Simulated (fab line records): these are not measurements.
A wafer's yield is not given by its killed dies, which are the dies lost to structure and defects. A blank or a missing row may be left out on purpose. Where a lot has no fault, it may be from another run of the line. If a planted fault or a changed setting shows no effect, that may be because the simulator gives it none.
Chamber matching + flow n5_finfet + 4 sister chambers for N5_BEOL_M0_SAQP_STRIP_108 on rie_diel-05
The step strips in N2/H2. 18 wafers are shown with their chamber, then 9 later ones without.

WAFERS PAIRED WITH THEIR CHAMBERS
| wafer  | chamber | drypump_motor_current_A (A) | throttle_valve_pct (%) | showerhead_plenum_p_Torr (Torr) |
|--------|---------|-----------------------------|------------------------|---------------------------------|
| L079.2 | 3       | 5.4                         | 18.50                  | 3.37                            |
| L079.5 | 0       | 4.9                         | 19.08                  | 3.33                            |
| L079.6 | 1       | 4.9                         | 18.47                  | 3.28                            |
| L080.2 | 0       | 4.9                         | 19.07                  | 3.33                            |
| L080.3 | 2       | 5.9                         | 19.11                  | 3.39                            |
| L080.6 | 3       | 5.4                         | 18.50                  | 3.37                            |
| L082.2 | 2       | 5.8                         | 19.11                  | 3.39                            |
| L082.4 | 3       | 5.4                         | 18.50                  | 3.37                            |
| L082.5 | 3       | 5.4                         | 18.52                  | 3.37                            |
| L083.2 | 1       | 4.9                         | 18.48                  | 3.28                            |
| L083.3 | 2       | 5.9                         | 19.11                  | 3.39                            |
| L083.6 | 1       | 4.9                         | 18.48                  | 3.28                            |
| L085.1 | 2       | 5.8                         | 19.09                  | 3.38                            |
| L085.2 | 1       | 4.9                         | 18.50                  | 3.28                            |
| L085.3 | 3       | 5.4                         | 18.52                  | 3.37                            |
| L091.1 | 3       | 5.4                         | 18.55                  | 3.36                            |
| L091.3 | 2       | 5.8                         | 19.14                  | 3.38                            |
| L091.6 | 0       | 4.9                         | 19.10                  | 3.32                            |

SIGNATURES (means of the wafers above)
| reading                  | chamber 0 | chamber 1 | chamber 2 | chamber 3 | scatter within a chamber |
|--------------------------|-----------|-----------|-----------|-----------|--------------------------|
| drypump_motor_current_A  | 4.900     | 4.900     | 5.840     | 5.400     | 0.0293                   |
| throttle_valve_pct       | 19.0833   | 18.4825   | 19.1120   | 18.5150   | 0.0173                   |
| showerhead_plenum_p_Torr | 3.3267    | 3.2800    | 3.3860    | 3.3683    | 0.00439                  |
Rule: for a wafer and a chamber, the distance is found by dividing, reading by reading, the gap between the wafer's reading and the chamber's mean by the reading's scatter, squaring, summing and taking the root. The wafer belongs to the nearest chamber; if the next one is less than 2 further off, it can't be placed. How the scatter is found: for the shown wafers, subtract from each reading the mean of its chamber, square and add these, divide the total by (wafers less chambers), then take the root.

WAFERS WITHOUT THEIR CHAMBER
| wafer  | drypump_motor_current_A (A) | throttle_valve_pct (%) | showerhead_plenum_p_Torr (Torr) |
|--------|-----------------------------|------------------------|---------------------------------|
| L093.1 | 5.0                         | 18.52                  | 3.27                            |
| L093.3 | 4.9                         | 19.10                  | 3.32                            |
| L093.6 | 4.9                         | 18.49                  | 3.27                            |
| L094.1 | 5.9                         | 19.13                  | 3.38                            |
| L094.2 | 5.4                         | 18.56                  | 3.36                            |
| L094.3 | 4.9                         | 19.10                  | 3.31                            |
| L095.2 | 4.9                         | 19.12                  | 3.31                            |
| L095.3 | 4.9                         | 18.51                  | 3.27                            |
| L095.6 | 4.9                         | 19.11                  | 3.31                            |

WHICH CHAMBER EACH WENT THROUGH
| wafer  | from the rows above | in truth |
|--------|---------------------|----------|
| L093.1 | 1                   | 1        |
| L093.3 | 0                   | 0        |
| L093.6 | 1                   | 1        |
| L094.1 | 2                   | 2        |
| L094.2 | 3                   | 3        |
| L094.3 | 0                   | 0        |
| L095.2 | 0                   | 0        |
| L095.3 | 1                   | 1        |
| L095.6 | 0                   | 0        |
Placed correctly: 9 of 9. Number that these rows cannot place: 0. Wrongly placed: 0.
